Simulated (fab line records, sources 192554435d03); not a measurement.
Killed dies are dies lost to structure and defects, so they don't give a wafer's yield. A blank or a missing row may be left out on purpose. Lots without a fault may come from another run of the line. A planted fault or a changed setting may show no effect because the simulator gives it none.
One fault seen from 2 desks | flow n5_finfet | each desk has only its own numbers; what lay behind them comes last

THE METROLOGY DESK
What the gauges read, lot by lot, whatever tool the lot ran on: means of the sampled wafers that have a number. A lot is out of limits, marked OUT, if its mean lies more than 4 standard deviations from the usual mean; the brackets give that distance.
Columns: A = M6_ILD_THK at N5_BEOL_M6_THK_MEAS_01, usual 155.3 nm
lot  | first seen here | A
L151 | day 9 07:19     | 155.4
L154 | day 10 00:31    | 153.7
L156 | day 10 09:16    | 156.0
L159 | day 11 05:49    | 156.1
L160 | day 11 10:59    | 153.6
L163 | day 12 02:44    | 154.6
L162 | day 12 11:59    | 158.5
L166 | day 13 05:46    | 158.2
L172 | day 15 09:30    | 154.4
L171 | day 15 09:44    | 154.7
L173 | day 15 13:07    | 153.6
This desk's finding: nothing out of limits on any of the 11 lots.

THE TOOL OWNER'S DESK: pecvd-03
The tool's own readings at N5_BEOL_M6_ILD_DEP_00 (deposits SiCOH lowk from DEMS/porogen, target thk 179.75 nm, time 33.4 s): means of the sampled wafers that have a number, for each lot that ran on this tool. A lot is out of limits, marked OUT, if its mean lies more than 4 standard deviations from the usual mean; the brackets give that distance.
Columns: A = heater_power_w at N5_BEOL_M6_ILD_DEP_00, usual 310 W; B = showerhead_plenum_p_Torr at N5_BEOL_M6_ILD_DEP_00, usual 5.744 Torr; C = throttle_valve_pct at N5_BEOL_M6_ILD_DEP_00, usual 13.8 %
lot  | first seen here | A   | B     | C
L159 | day 11 05:14    | 298 | 5.751 | 13.6
L160 | day 11 10:23    | 228 | 5.741 | 13.7
L163 | day 12 02:10    | 268 | 5.753 | 13.1
L162 | day 12 10:56    | 273 | 5.752 | 13.2
L166 | day 13 03:16    | 303 | 5.751 | 13.7
This desk's finding: nothing out of limits on any of the 5 lots.

PUT TOGETHER
The metrology desk saw nothing out of limits.
The tool owner's desk saw nothing out of limits.

WHAT THE SIMULATOR HAD PUT IN
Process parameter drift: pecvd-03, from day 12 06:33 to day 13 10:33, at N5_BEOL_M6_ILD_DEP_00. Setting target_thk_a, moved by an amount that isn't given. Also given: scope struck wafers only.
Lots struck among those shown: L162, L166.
